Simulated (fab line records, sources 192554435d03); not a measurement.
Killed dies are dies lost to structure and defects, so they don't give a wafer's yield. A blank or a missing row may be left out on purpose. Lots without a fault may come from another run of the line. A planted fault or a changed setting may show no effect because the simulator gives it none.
fab line records | flow n5_finfet
record lots=10 wafers=30 last_day=19
route steps=1938 shown ZERO_LAYER@4 WELL_APT@30 PMOS_HMC_CHANNEL_EPI@66 BEOL_M4@1111 PASSIVATION@1936
lots that met no fault: from a run of the same line without faults
start_h: hours from the record's first day to the start of the lot's first wafer shown | wait_h: hours since the lot's step before | " the same as in the row above | L1.1+2: a row that stands for several wafers | - no value, or no start given | * or withheld: withheld | < > ~ a bound
route shown NAME@n: a module of which the file shows steps, and the number in the route of the first | usual: mean/standard deviation of fault-free wafers | same: alike in all rows | chamber/n: place in a boat | sites: the reading at each site | _std_site: their standard deviation | _edge_site: outer sites' mean less inner sites' | radius_mm: how far each site lies from the wafer's centre | mask NAME#n: copy n | behind: the tool/chamber that last shaped the wafer | hold: why the lot was held/for how many hours/how that ended | device: the transistor (n, p or np) that didn't switch | end of line: the same wafers' tests at the end of the route | a step without rows: its recipe alone | killed: dies lost to structure and defects at the first sort, not the wafer's yield | map: a wafer's dies, x killed, . not, _ none there
set.NAME: the setting as run; set.NAME@STEP: as run at that earlier step | model.NAME: the simulator's own value behind a step, which no gauge read
steps of the route over a sample of lots; a table a step, a row a wafer
services: from which hour (start_h, from the record's first day; less than 0 if before it) a tool's chamber was out of use, for how many hours, and why
## steps
# step N5_ZERO_LAYER_PECVD_02
# recipe material=SiO2 target_thk_a=100 temp_c=400 precursor=SiH4/N2O pressure_torr=0.75 rf_w=275 time_s=6
# usual heater_power_w=772/82 showerhead_plenum_p_Torr=8.19/0.18
# columns lot.wafer tool chamber start_h wait_h heater_power_w showerhead_plenum_p_Torr
L977.1 pecvd-01 0 12.30 0.0 754 8.28
L977.3 " 2 " " 670 8.30
L977.5 " 0 " " 758 8.25
L980.2 pecvd-02 1 30.30 0.0 745 8.37
L980.5 " 0 " " 814 7.94
L980.6 " 1 " " 743 8.37
L983.1 pecvd-01 1 48.28 0.0 912 8.37
L983.3 " 0 " " 867 8.25
L983.5 " 1 " " 888 8.37
L984.2 pecvd-02 1 54.28 0.0 649 8.37
L984.5 " 2 " " 860 8.26
L984.6 " 0 " " 743 7.92
L987.2 pecvd-01 1 72.28 0.0 831 8.37
L987.4 " 2 " " 743 8.32
L987.5 " 1 " " 825 8.38
L989.2 pecvd-01 2 84.28 0.0 768 8.29
L989.3 " 1 " " 935 8.38
L989.4 " 1 " " 925 8.38
L996.3 pecvd-01 2 126.28 0.0 707 8.29
L996.4 " 0 " " 733 8.24
L996.5 " 1 " " 886 8.37
L997.1 pecvd-01 2 132.28 0.0 746 8.27
L997.2 " 0 " " 837 8.26
L997.3 " 1 " " 819 8.40
L998.4 pecvd-01 2 138.49 0.1 789 8.31
L998.5 " 1 " " 876 8.37
L998.6 " 0 " " 798 8.25
L100.1 pecvd-03 2 150.30 0.0 598 8.01
L100.2 " 1 " " 815 7.93
L100.5 " 2 " " 624 8.01
# step N5_ZERO_LAYER_INSPECT_20
# recipe inspect_instrument=darkfield mode=post_clean
# usual raw_defect_count=34/15
# columns lot.wafer tool chamber start_h wait_h raw_defect_count
L977.1 defect_inspect-02 - 13.65 0.0 29
L977.3 " - " " 50
L977.5 " - " " 49
L980.2 defect_inspect-02 - 31.49 0.0 44
L980.5 " - " " 27
L980.6 " - " " 47
L983.1 defect_inspect-01 - 49.25 0.0 23
L983.3 " - " " 46
L983.5 " - " " 44
L984.2 defect_inspect-01 - 55.26 0.0 47
L984.5 " - " " 15
L984.6 " - " " 22
L987.2 defect_inspect-01 - 73.38 0.0 25
L987.4 " - " " 29
L987.5 " - " " 25
L989.2 defect_inspect-01 - 85.82 0.0 21
L989.3 " - " " 24
L989.4 " - " " 43
L996.3 defect_inspect-01 - 127.30 0.0 407
L996.4 " - " " 24
L996.5 " - " " 34
L997.1 defect_inspect-02 - 133.63 0.0 369
L997.2 " - " " 23
L997.3 " - " " 18
L998.4 defect_inspect-01 - 139.69 0.0 355
L998.5 " - " " 25
L998.6 " - " " 22
L100.1 defect_inspect-02 - 151.63 0.0 49
L100.2 " - " " 77
L100.5 " - " " 23
# step N5_WELL_APT_INSPECT_10
# recipe mode=adi inspect_instrument=macro
# usual raw_defect_count=1.9/1.4
# columns lot.wafer tool chamber start_h wait_h raw_defect_count
L977.1 defect_inspect-01 - 14.13 0.0 2
L977.3 " - " " 4
L977.5 " - " " 6
L980.2 defect_inspect-01 - 31.85 0.0 3
L980.5 " - " " 2
L980.6 " - " " 2
L983.1 defect_inspect-01 - 49.61 0.0 0
L983.3 " - " " 2
L983.5 " - " " 2
L984.2 defect_inspect-01 - 55.74 0.0 2
L984.5 " - " " 5
L984.6 " - " " 1
L987.2 defect_inspect-01 - 73.73 0.0 0
L987.4 " - " " 2
L987.5 " - " " 2
L989.2 defect_inspect-01 - 86.18 0.0 3
L989.3 " - " " 3
L989.4 " - " " 2
L996.3 defect_inspect-01 - 127.78 0.0 >300
L996.4 " - " " 2
L996.5 " - " " 1
L997.1 defect_inspect-02 - 134.11 0.0 >300
L997.2 " - " " 0
L997.3 " - " " 2
L998.4 defect_inspect-02 - 140.05 0.0 >300
L998.5 " - " " 0
L998.6 " - " " 4
L100.1 defect_inspect-01 - 151.99 0.0 1
L100.2 " - " " 1
L100.5 " - " " 2
# step N5_WELL_APT_INSPECT_38
# recipe inspect_instrument=darkfield mode=post_epi
# usual raw_defect_count=13/4.6
# columns lot.wafer tool chamber start_h wait_h raw_defect_count
L977.1 defect_inspect-01 - 17.35 0.5 11
L977.3 " - " " 11
L977.5 " - " " 14
L980.2 defect_inspect-01 - 34.77 0.4 13
L980.5 " - " " 14
L980.6 " - " " 16
L983.1 defect_inspect-01 - 52.98 0.7 14
L983.3 " - " " 20
L983.5 " - " " 8
L984.2 defect_inspect-01 - 59.30 0.6 13
L984.5 " - " " 15
L984.6 " - " " 14
L987.2 defect_inspect-01 - 77.50 0.7 19
L987.4 " - " " 12
L987.5 " - " " 17
L989.2 defect_inspect-02 - 89.33 0.6 12
L989.3 " - " " 7
L989.4 " - " " 9
L996.3 defect_inspect-02 - 130.70 0.3 379
L996.4 " - " " 9
L996.5 " - " " 9
L997.1 defect_inspect-01 - 137.02 0.5 353
L997.2 " - " " 7
L997.3 " - " " 9
L998.4 defect_inspect-01 - 143.86 0.2 364
L998.5 " - " " 10
L998.6 " - " " 25
L100.1 defect_inspect-01 - 155.40 0.5 18
L100.2 " - " " 11
L100.5 " - " " 17
# step N5_PMOS_HMC_CHANNEL_EPI_OVL_MEAS_10
# recipe points_per_wafer=44
# usual PMOS_HMC_BLK_OVL=0.5/0.92
# columns lot.wafer tool chamber start_h wait_h PMOS_HMC_BLK_OVL[nm]
L977.1 overlay-01 0 17.82 0.0 -0.6
L977.3 " 0 " " 0.1
L977.5 " 0 " " -0.4
L980.2 overlay-02 0 35.27 0.0 1.5
L980.5 " 0 " " 0.9
L980.6 " 0 " " 0.2
L983.1 overlay-02 0 53.34 0.0 1.0
L983.3 " 0 " " 0.6
L983.5 " 0 " " 1.5
L984.2 overlay-01 0 59.79 0.0 -2.2
L984.5 " 0 " " -0.8
L984.6 " 0 " " -1.9
L987.2 overlay-02 0 77.84 0.0 1.6
L987.4 " 0 " " 1.4
L987.5 " 0 " " 1.5
L989.2 overlay-01 0 89.80 0.0 0.6
L989.3 " 0 " " -0.4
L989.4 " 0 " " -0.1
L996.3 overlay-01 0 131.18 0.0 0.2
L996.4 " 0 " " -0.4
L996.5 " 0 " " -0.5
L997.1 overlay-01 0 137.37 0.0 -0.8
L997.2 " 0 " " -0.6
L997.3 " 0 " " -0.9
L998.4 overlay-01 0 144.33 0.0 1.0
L998.5 " 0 " " 1.1
L998.6 " 0 " " 1.0
L100.1 overlay-02 0 155.87 0.0 0.3
L100.2 " 0 " " 0.2
L100.5 " 0 " " -0.7
# step N5_PMOS_HMC_CHANNEL_EPI_CMP_21
# recipe material=SiGe30 post_cmp_clean=alkaline_brush target_thk_nm=54
# usual motor_current_A=11.9/1.3
# columns lot.wafer tool chamber start_h wait_h motor_current_A
L977.3 cmp-04 3 20.78 0.1 12.1
L977.1 " 0 " " 13.4
L977.5 " 1 " " 10.2
L980.2 cmp-04 3 37.43 0.2 12.7
L980.5 " 1 " " 11.1
L980.6 " 2 " " 11.9
L983.1 cmp-04 1 56.39 0.1 10.7
L983.3 " 2 " " 12.5
L983.5 " 0 " " 13.5
L984.2 cmp-02 0 62.66 0.1 11.7
L984.6 " 3 " " 10.8
L984.5 " 0 " " 12.0
L987.4 cmp-02 2 79.87 0.0 11.7
L987.2 " 0 " " 11.2
L987.5 " 2 " " 11.5
L989.3 cmp-04 1 91.84 0.0 10.6
L989.4 " 2 " " 12.2
L989.2 " 0 " " 14.2
L996.3 cmp-03 0 133.33 0.1 9.4
L996.4 " 1 " " 12.2
L996.5 " 0 " " 9.8
L997.3 cmp-03 2 140.05 0.0 14.1
L997.2 " 0 " " 9.7
L997.1 " 1 " " 11.7
L998.4 cmp-04 1 146.45 0.1 10.5
L998.6 " 3 " " 12.5
L998.5 " 0 " " 13.7
L100.2 cmp-02 3 157.94 0.1 11.3
L100.1 " 1 " " 13.1
L100.5 " 3 " " 10.3
# step N5_BEOL_M4_RC_MEAS_101
# usual DIBL_N=36.6/1.3 DIBL_P=36.4/1.4 IOFF_N=0.167/0.023 IOFF_P=0.219/0.029 ION_N=678/8.7 ION_P=464/6.4 SS_N=71.5/0.53 SS_P=73.4/0.57 VT_N=248.5/2.8 VT_P=-249/3.1
# columns lot.wafer tool chamber start_h wait_h DIBL_N[mV/V] DIBL_P[mV/V] IOFF_N[nA/um] IOFF_P[nA/um] ION_N[uA/um] ION_P[uA/um] SS_N[mV/dec] SS_P[mV/dec] VT_N[mV] VT_P[mV]
L977.1 prober-01 0 185.19 0.0 37.4 37.4 0.195 0.237 697 467 72.2 73.3 243.2 -248
L977.3 " 0 " " 37.8 37.4 0.193 0.224 690 465 70.9 72.9 245.4 -249
L977.5 " 0 " " 36.8 36.8 0.171 0.216 683 465 71.2 73.5 248.1 -250
L980.2 prober-02 0 193.25 0.2 35.6 34.5 0.152 0.219 676 470 71.3 73.5 247.8 -246
L980.5 " 0 " " 37.3 36.0 0.181 0.244 685 472 71.9 73.3 246.9 -247
L980.6 " 0 " " 36.9 36.0 0.180 0.244 679 468 71.7 73.9 249.0 -245
L983.1 prober-02 0 226.52 0.0 39.2 38.2 0.191 0.240 684 465 72.3 73.7 248.0 -246
L983.3 " 0 " " 37.6 36.8 0.175 0.219 681 464 72.0 72.9 247.0 -248
L983.5 " 0 " " 38.4 37.3 0.176 0.224 684 466 72.6 73.1 248.2 -246
L984.2 prober-01 0 233.17 0.2 36.8 37.2 0.144 0.192 676 460 71.5 73.0 251.5 -252
L984.5 " 0 " " 36.2 36.7 0.149 0.185 678 460 71.3 73.2 251.0 -256
L984.6 " 0 " " 35.3 35.4 0.128 0.163 675 452 71.1 72.7 253.6 -255
L987.2 prober-01 0 283.34 0.2 34.9 34.7 0.144 0.182 674 460 71.2 72.9 250.8 -253
L987.4 " 0 " " 36.6 36.5 0.170 0.208 669 458 71.6 73.3 247.6 -249
L987.5 " 0 " " 34.6 34.2 0.131 0.178 665 461 70.7 72.7 249.1 -251
L989.2 prober-02 0 290.19 0.2 35.6 34.4 0.148 0.192 673 458 70.7 73.2 250.9 -250
L989.3 " 0 " " 36.8 36.1 0.175 0.229 687 468 71.4 73.6 248.2 -248
L989.4 " 0 " " 35.9 35.5 0.152 0.214 671 464 71.7 73.0 248.8 -248
L996.3 prober-01 0 330.29 0.3 36.4 36.8 0.165 0.212 667 458 71.5 73.0 246.2 -250
L996.4 " 0 " " 37.5 38.0 0.173 0.237 670 463 71.5 73.5 247.3 -248
L996.5 " 0 " " 37.3 37.8 0.172 0.228 668 461 71.3 73.2 247.1 -251
L997.1 prober-01 0 334.52 0.0 39.3 37.6 0.193 0.207 689 461 71.7 74.3 245.8 -252
L997.2 " 0 " " 37.9 37.0 0.165 0.200 679 466 71.7 73.7 249.2 -253
L997.3 " 0 " " 37.2 36.2 0.149 0.180 672 456 71.6 73.5 252.1 -255
L100.1 prober-02 0 351.41 0.0 36.2 37.2 0.160 0.197 679 461 71.8 72.2 248.6 -252
L100.2 " 0 " " 36.1 36.6 0.153 0.182 676 457 71.3 72.6 251.2 -250
L100.5 " 0 " " 35.8 36.3 0.151 0.179 679 460 70.9 72.6 250.6 -252
L998.4 prober-01 0 351.61 0.5 37.1 39.1 0.171 0.247 674 463 72.1 73.3 249.8 -248
L998.5 " 0 " " 37.7 38.4 0.176 0.233 675 465 72.4 73.7 250.0 -248
L998.6 " 0 " " 36.9 38.3 0.168 0.222 678 466 71.7 73.8 252.3 -251
# step N5_PASSIVATION_PROBE_49
# usual defect_limited_yield=91.6/1.6 killed_at_M0_to_M3=32/9.7 killed_at_M4_up=13/4.4 killed_at_contacts=12/6.5 killed_at_front_end=38/12 killed_at_other=3.7/3 killed_dies=99/18 killed_open=66/14 killed_short=32/7.5 sort_bin_5_function=4.9/1 sort_bin_6_memory=3.2/0.73 sort_n_pass=1081/18 sort_yield_pct=91.6/1.6
# same gross_dies=1180 killed_at_back_side=0 sort_bin_4_leakage[%]=0 sort_bin_8_speed[%]=0
# columns lot.wafer tool chamber start_h wait_h defect_limited_yield[%] killed_at_M0_to_M3 killed_at_M4_up killed_at_contacts killed_at_front_end killed_at_other killed_dies killed_open killed_short sort_bin_5_function[%] sort_bin_6_memory[%] sort_n_pass sort_yield_pct[%]
L996.3 prober-01 - 430.94 0.1 84.2 31 13 2 138 3 187 45 29 10.8 3.5 993 84.2
L996.4 prober-01 - 430.99 0.2 92.5 36 12 6 27 8 89 63 26 4.4 2.7 1091 92.5
L996.5 prober-01 - 431.04 0.2 91.0 39 17 7 39 4 106 57 48 4.7 3.5 1074 91.0
L997.1 prober-02 - 449.64 0.0 85.4 14 8 10 140 0 172 40 22 9.5 3.1 1008 85.4
L997.2 prober-02 - 449.69 0.1 93.1 23 9 5 43 1 81 55 23 4.0 2.6 1099 93.1
L997.3 prober-02 - 449.74 0.1 95.0 18 8 5 27 1 59 37 20 2.8 1.9 1121 95.0
L998.4 prober-02 - 455.37 0.2 82.4 28 15 9 151 5 208 78 31 11.5 3.9 972 82.4
L998.5 prober-02 - 455.42 0.2 89.8 30 13 5 68 4 120 80 39 6.4 3.6 1060 89.8
L998.6 prober-02 - 455.47 0.3 90.6 39 4 20 45 3 111 73 38 4.9 4.0 1069 90.6
# killed by level:class
L996.3 ZERO_LAYER:unspecified=110 FIN_SAQP:geometric_particle:short=8 BEOL_M1:geometric_particle:open=7 BEOL_M4:geometric_particle:open=6 BEOL_M0_SAQP:geometric_particle:open=5 BEOL_M0:geometric_particle:open=5 BEOL_M1:geometric_particle:short=4 STI_FIN_REVEAL:geometric_particle:open=4
L996.4 STI_FIN_REVEAL:geometric_particle:open=9 BEOL_M0_SAQP:geometric_particle:open=8 MOL_CONTACT_COAG:geometric_particle:open=6 BEOL_M0_SAQP:geometric_particle:short=6 BEOL_M0:geometric_particle:open=6 BEOL_M3:geometric_particle:open=6 FIN_SAQP:geometric_particle:open=5 FIN_SAQP:geometric_particle:short=4
L996.5 FIN_SAQP:geometric_particle:short=12 BEOL_M0_SAQP:geometric_particle:short=11 BEOL_M4:geometric_particle:open=9 FIN_SAQP:geometric_particle:open=7 BEOL_M1:geometric_particle:open=7 STARTING-WAFER:geometric_particle:short=7 MOL_CONTACT_COAG:geometric_particle:open=6 BEOL_M3:geometric_particle:open=6
L997.1 ZERO_LAYER:unspecified=108 MOL_CONTACT_COAG:geometric_particle:open=8 STI_FIN_REVEAL:geometric_particle:open=7 FIN_SAQP:geometric_particle:open=5 BEOL_M2:geometric_particle:open=5 DUMMY_GATE:geometric_particle:open=4 GATE_CUT:geometric_particle:short=4 FIN_SAQP:geometric_particle:short=3
L997.2 FIN_SAQP:geometric_particle:open=12 BEOL_M0_SAQP:geometric_particle:short=10 BEOL_M0_SAQP:geometric_particle:open=9 STI_FIN_REVEAL:geometric_particle:open=7 MOL_CONTACT_COAG:geometric_particle:open=5 DUMMY_GATE:geometric_particle:short=4 GATE_CUT:geometric_particle:open=4 FIN_SAQP:geometric_particle:short=3
L997.3 DUMMY_GATE:geometric_particle:open=6 FIN_SAQP:geometric_particle:short=5 MOL_CONTACT_COAG:geometric_particle:open=4 BEOL_M0_SAQP:geometric_particle:open=3 BEOL_M0_SAQP:geometric_particle:short=3 BEOL_M3:geometric_particle:open=3 STARTING-WAFER:geometric_particle:short=3 FIN_SAQP:geometric_particle:open=2
L998.4 ZERO_LAYER:unspecified=98 STI_FIN_REVEAL:geometric_particle:open=12 FIN_SAQP:geometric_particle:open=10 BEOL_M1:geometric_particle:open=8 FIN_SAQP:geometric_particle:short=7 MOL_CONTACT_COAG:geometric_particle:open=7 DUMMY_GATE:geometric_particle:open=6 GATE_CUT:geometric_particle:open=5
L998.5 FIN_SAQP:geometric_particle:open=21 STI_FIN_REVEAL:geometric_particle:open=15 FIN_SAQP:geometric_particle:short=14 BEOL_M0_SAQP:geometric_particle:short=7 BEOL_M0_SAQP:geometric_particle:open=6 DUMMY_GATE:geometric_particle:open=6 BEOL_M3:geometric_particle:open=6 BEOL_M5:geometric_particle:open=5
L998.6 MOL_CONTACT_COAG:geometric_particle:open=15 BEOL_M0_SAQP:geometric_particle:open=13 FIN_SAQP:geometric_particle:short=7 FIN_SAQP:geometric_particle:open=7 BEOL_M0_SAQP:geometric_particle:short=7 DUMMY_GATE:geometric_particle:open=6 BEOL_M2:geometric_particle:open=6 STI_FIN_REVEAL:geometric_particle:open=5
## services
# columns tool chamber start_h hours kind
cmp-04 - -5.40 4.0 pm
pecvd-02 - -3.91 0.7 repair
cmp-04 - -1.40 - consumable_replace:conditioner
cmp-04 - -1.40 - consumable_replace:pad
pecvd-03 1 4.71 5.5 scheduled_down
pecvd-03 0 13.62 2.1 scheduled_down
cmp-02 - 25.24 0.6 repair
pecvd-02 2 28.41 9.7 repair
pecvd-01 - 42.77 2.8 pm
pecvd-01 2 49.34 5.5 scheduled_down
pecvd-03 2 51.03 6.6 repair
pecvd-02 - 57.39 1.4 repair
pecvd-01 2 58.12 2.1 scheduled_down
pecvd-01 2 75.79 5.0 scheduled_down
cmp-02 - 84.72 3.1 pm
pecvd-03 1 111.16 5.0 scheduled_down
cmp-03 - 113.28 7.0 pm
cmp-02 - 113.89 4.0 pm
cmp-04 - 113.89 0.6 repair
cmp-02 - 117.89 - consumable_replace:conditioner
cmp-02 - 117.89 - consumable_replace:pad
cmp-04 - 131.11 6.7 pm
pecvd-02 - 139.06 14.6 pm
pecvd-01 0 146.99 2.1 scheduled_down
## key
first_sign step=N5_ZERO_LAYER_INSPECT_20 reading=raw_defect_count direction=up sigmas=23 usual=34 struck=377
effect step=N5_WELL_APT_INSPECT_10 reading=raw_defect_count direction=up sigmas=99+ usual=1.9 struck=>300
effect step=N5_WELL_APT_INSPECT_38 reading=raw_defect_count direction=up sigmas=76 usual=13 struck=365
effect step=N5_PASSIVATION_PROBE_49 reading=killed_at_front_end direction=up sigmas=8.7 usual=38 struck=143
more_kills_born_at N5_ZERO_LAYER_PECVD_02@pecvd-01=316
met_at N5_ZERO_LAYER_PECVD_02
struck_lots L996,L997,L998
struck_wafers L996.3,L997.1,L998.4
not_acting_at N5_PMOS_HMC_CHANNEL_EPI_OVL_MEAS_10,N5_PMOS_HMC_CHANNEL_EPI_CMP_21
onset_between 84.28 126.28
fault kind=chamber_particle_source tool=pecvd-01 chamber=2 onset_h=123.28 steps=N5_ZERO_LAYER_PECVD_02 rate_per_visit_cm2=0.54426 end_h=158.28
